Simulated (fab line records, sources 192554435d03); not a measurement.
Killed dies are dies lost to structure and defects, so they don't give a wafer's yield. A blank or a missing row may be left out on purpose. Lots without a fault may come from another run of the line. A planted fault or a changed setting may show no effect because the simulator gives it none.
Chamber matching | flow n5_finfet | N5_DUMMY_GATE_ALD_02 on ald_sin-04: 4 sister chambers
The step deposits SiO2, target thk 2 nm, pulse time 1 s. 8 wafers are shown with their chamber, then 9 later ones without.

WAFERS WITH THEIR CHAMBER
wafer  | chamber | heater_power_w (W) | precursor_pulse_height_rel
L079.6 | 2       | 498                | 1.004
L085.2 | 2       | 508                | 1.023
L088.1 | 1       | 385                | 1.013
L088.2 | 3       | 429                | 0.964
L088.4 | 0       | 498                | 0.963
L090.1 | 1       | 394                | 1.029
L090.4 | 3       | 439                | 1.016
L090.6 | 0       | 508                | 0.957

WAFERS WITHOUT THEIR CHAMBER
wafer  | heater_power_w (W) | precursor_pulse_height_rel
L092.1 | 506                | 1.016
L092.2 | 385                | 0.988
L092.3 | 422                | 1.009
L092.4 | 484                | 1.011
L092.5 | 505                | 1.015
L092.6 | 437                | 1.026
L094.2 | 429                | 0.994
L094.3 | 501                | 1.019
L094.5 | 402                | 1.006

WHICH CHAMBER EACH WENT THROUGH
wafer  | from the rows above     | in truth
L092.1 | 2                       | 2
L092.2 | 1                       | 1
L092.3 | 3                       | 3
L092.4 | can't be placed: 2 or 0 | 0
L092.5 | 2                       | 2
L092.6 | 3                       | 3
L094.2 | 3                       | 3
L094.3 | 2                       | 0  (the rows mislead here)
L094.5 | 1                       | 1
Placed correctly: 7 of 9. Can't be placed from these rows: 1 (the true chamber is among the candidates in 1). Placed wrongly: 1.
How it was worked out, from the rows above alone: a wafer's distance from a chamber is the root of the sum, over the readings, of the square of ((its reading less the chamber's mean) divided by the reading's scatter). The wafer belongs to the nearest chamber; if the next one is less than 2 further off, it can't be placed. A chamber's mean is the mean of its shown wafers. The scatter: the root of (the sum of the squares of (reading less its chamber's mean) over the shown wafers, divided by (wafers less chambers)).
